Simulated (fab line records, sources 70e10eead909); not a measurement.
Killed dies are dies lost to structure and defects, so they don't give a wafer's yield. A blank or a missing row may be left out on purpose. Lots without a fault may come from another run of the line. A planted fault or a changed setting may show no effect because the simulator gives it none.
A struck lot beside a sound one | flow nand_harc | 35 steps out of a route of 1159
Sound: wafers L420.2, L420.3, L420.5. Struck: wafers L426.1, L426.4, L426.5. The cause comes at the end.
At each step with rows: each side's tool, then ch and its chambers, then its first start. Under that, the readings that differ: sound wafers | struck wafers | difference of the means | sigmas: that difference in standard deviations of wafers without a fault.
alike: readings whose means differ by less than 2 such deviations, and words and numbers that are the same on both sides. not compared: withheld readings, readings that some wafer has no value for, bounds like >300 that may hide the same value, and numbers for which the record gives no deviation and whose values overlap.
The two part at a step that has a row with sigmas, a row that says differs or no value, or rows on one side only. Numbers that don't overlap but have no deviation are shown without sigmas and don't part them. A reading that every wafer of one side lacks parts them only if that side has two wafers or more.

first, 5 steps without rows for these wafers: NHARC_A_CHANNEL_HOLE_D1_SOFTBAKE_05 (time 55 s); NHARC_A_CHANNEL_HOLE_D1_EBR_06; NHARC_A_CHANNEL_HOLE_D1_EXPOSE_07 (exposes mask HOLE D1, target cd 100 nm); NHARC_A_CHANNEL_HOLE_D1_PEB_08 (peb time 65 s); NHARC_A_CHANNEL_HOLE_D1_DEVELOP_09 (develop time 35 s).
NHARC_A_CHANNEL_HOLE_D1_CD_MEAS_10: target cd 100 nm.
  sound on cd_sem-02 ch 0, day 9 04:54; struck on cd_sem-03 ch 0, day 11 17:02
  alike: cd_nm
NHARC_A_CHANNEL_HOLE_D1_OVL_MEAS_11:
  sound on overlay-01, day 9 04:59; struck on overlay-01, day 11 17:08
  reading           | sound          | struck      | difference | sigmas
  overlay_y_nm (nm) | -1.4 -1.2 -0.5 | 1.3 1.6 0.6 | +2.2       | +2
  alike: overlay_x_nm
NHARC_A_CHANNEL_HOLE_D1_INSPECT_12:
  sound on defect_inspect-01, day 9 05:01; struck on defect_inspect-02, day 11 17:10
  alike: raw_defect_count
then, 4 steps without rows for these wafers: NHARC_A_CHANNEL_HOLE_D1_DESCUM_15 (chemistry O2, time 3 s); NHARC_A_CHANNEL_HOLE_D1_ETCH_38 (etches the open film in CF4, target depth 39 nm, time 65 s); NHARC_A_CHANNEL_HOLE_D1_ETCH_39 (etches the open film in N2/H2, target depth 260 nm, time 325 s); NHARC_A_CHANNEL_HOLE_D1_ETCH_34 (etches the open film in CF4/CHF3, target depth 154 nm, time 77 s).
NHARC_A_CHANNEL_HOLE_D1_ETCH_16: etches the open film in O2/COS, target depth 3100 nm, time 806 s.
  sound on rie_diel-10 ch 1,2,3, day 9 05:44; struck on rie_diel-10 ch 1,3, day 11 17:45
  alike: cos_flow_sccm, drypump_motor_current_A, oes_product_au, rf_vpp_V, showerhead_plenum_p_Torr, throttle_valve_pct
  not compared: rf_hours_counter_h
NHARC_A_CHANNEL_HOLE_D1_CD_MEAS_18:
  sound on cd_sem-01, day 9 06:12; struck on cd_sem-01, day 11 18:20
  alike: cd_nm
NHARC_A_CHANNEL_HOLE_D1_ETCH_19: etches the open film in C4F8/O2/Ar, time 34.5 s.
  sound on har_etch-02 ch 0,1, day 9 06:17; struck on har_etch-01 ch 1, day 11 18:26
  reading                     | sound       | struck      | difference | sigmas
  drypump_motor_current_A (A) | 6.0 6.0 6.2 | 5.2 5.2 5.2 | -0.9       | -2
  alike: c4f8_flow_sccm, showerhead_plenum_p_Torr, throttle_valve_pct
  not compared: rf_hours_counter_h
then, 3 steps without rows for these wafers: NHARC_A_CHANNEL_HOLE_D1_ETCH_20 (etches the open film in C4F8/O2/Ar, time 361.9 s, target depth 1600 nm); NHARC_A_CHANNEL_HOLE_D1_ETCH_21 (etches the open film in C4F8/O2/Ar, time 514.3 s, target depth 1600 nm); NHARC_A_CHANNEL_HOLE_D1_ETCH_22 (etches the open film in C4F8/O2/Ar, time 666.7 s, target depth 1600 nm).
NHARC_A_CHANNEL_HOLE_D1_ETCH_23: etches the open film in C4F8/O2/Ar, time 819 s, target depth 1600 nm.
  sound on har_etch-02 ch 0,1, day 9 07:49; struck on har_etch-01 ch 1, day 11 19:59
  reading                     | sound       | struck      | difference | sigmas
  drypump_motor_current_A (A) | 6.0 6.0 6.2 | 5.1 5.1 5.2 | -0.9       | -2
  alike: c4f8_flow_sccm, showerhead_plenum_p_Torr, throttle_valve_pct
  not compared: rf_hours_counter_h
then, 1 step without rows for these wafers: NHARC_A_CHANNEL_HOLE_D1_ETCH_24 (etches the open film in C4F8/O2/Ar, time 906.2 s, target depth 1500 nm).
NHARC_A_CHANNEL_HOLE_D1_ETCH_25: etches the open film in C4F8/O2/Ar, time 1040.2 s, target depth 1500 nm.
  sound on har_etch-02 ch 0,1, day 9 09:19; struck on har_etch-01 ch 1, day 11 21:29
  reading                     | sound       | struck      | difference | sigmas
  drypump_motor_current_A (A) | 6.0 6.0 6.2 | 5.2 5.2 5.2 | -0.9       | -2
  alike: c4f8_flow_sccm, showerhead_plenum_p_Torr, throttle_valve_pct
  not compared: rf_hours_counter_h
then, 5 steps without rows for these wafers: NHARC_A_CHANNEL_HOLE_D1_ETCH_26 (etches the open film in C4F8/O2/Ar, time 224.1 s, target depth 300 nm); NHARC_A_CHANNEL_HOLE_D1_ETCH_33 (etches the open film in C4F8/O2/Ar, time 90 s, target depth 400 nm); NHARC_A_CHANNEL_HOLE_D1_STRIP_41 (strips in N2/H2); NHARC_A_CHANNEL_HOLE_D1_STRIP_42 (strips in CF4/CHF3); NHARC_A_CHANNEL_HOLE_D1_STRIP_43 (strips in O2/COS).
NHARC_A_CHANNEL_HOLE_D1_ETCH_44: etches the open film in CF4/O2, target depth 140 nm, overetch 14 nm, time 77 s.
  sound on rie_diel-10 ch 1,2, day 9 11:03; struck on rie_diel-10 ch 0,1,2, day 11 23:10
  alike: drypump_motor_current_A, oes_product_au, rf_vpp_V, showerhead_plenum_p_Torr, throttle_valve_pct
  not compared: rf_hours_counter_h
NHARC_A_CHANNEL_HOLE_D1_STRIP_27: strips in O2.
  sound on rie_diel-10 ch 0,3; struck on rie_diel-10 ch 1,3
  alike: drypump_motor_current_A, oes_product_au, rf_vpp_V, showerhead_plenum_p_Torr, throttle_valve_pct
  not compared: rf_hours_counter_h
then, 2 steps without rows for these wafers: NHARC_A_CHANNEL_HOLE_D1_PRECLEAN_28 (cleans in SC1); NHARC_A_CHANNEL_HOLE_D1_SRD_29.
NHARC_A_CHANNEL_HOLE_D1_CD_MEAS_30:
  sound on cd_sem-02, day 9 11:51; struck on cd_sem-03, day 11 23:58
  alike: cd_nm
then, 1 step without rows for these wafers: NHARC_A_CHANNEL_HOLE_D1_XSEM_31.
NHARC_A_CHANNEL_HOLE_D1_INSPECT_40:
  sound on defect_inspect-02, day 9 12:02; struck on defect_inspect-02, day 12 00:09
  reading          | sound    | struck      | difference | sigmas
  raw_defect_count | 37 35 43 | 685 748 770 | +696       | +44
then, 1 step without rows for these wafers: NHARC_A_CHANNEL_FILL_D1_PRECLEAN_00 (cleans in SC1).
-- the record jumps here: 10 days lie between the struck wafers' starts before and after (it left off in module A_CHANNEL_FILL_D1 and takes up again in module END, whose first step shown is number 1159 of the route) --
NHARC_END_SORT_01:
  the record has rows for the struck wafers here (prober-01 ch 0, day 22 04:35) and none for the sound ones

WHERE THEY PART
First at NHARC_A_CHANNEL_HOLE_D1_OVL_MEAS_11; last, within this record, at NHARC_END_SORT_01.

WHY: what the simulator had put in
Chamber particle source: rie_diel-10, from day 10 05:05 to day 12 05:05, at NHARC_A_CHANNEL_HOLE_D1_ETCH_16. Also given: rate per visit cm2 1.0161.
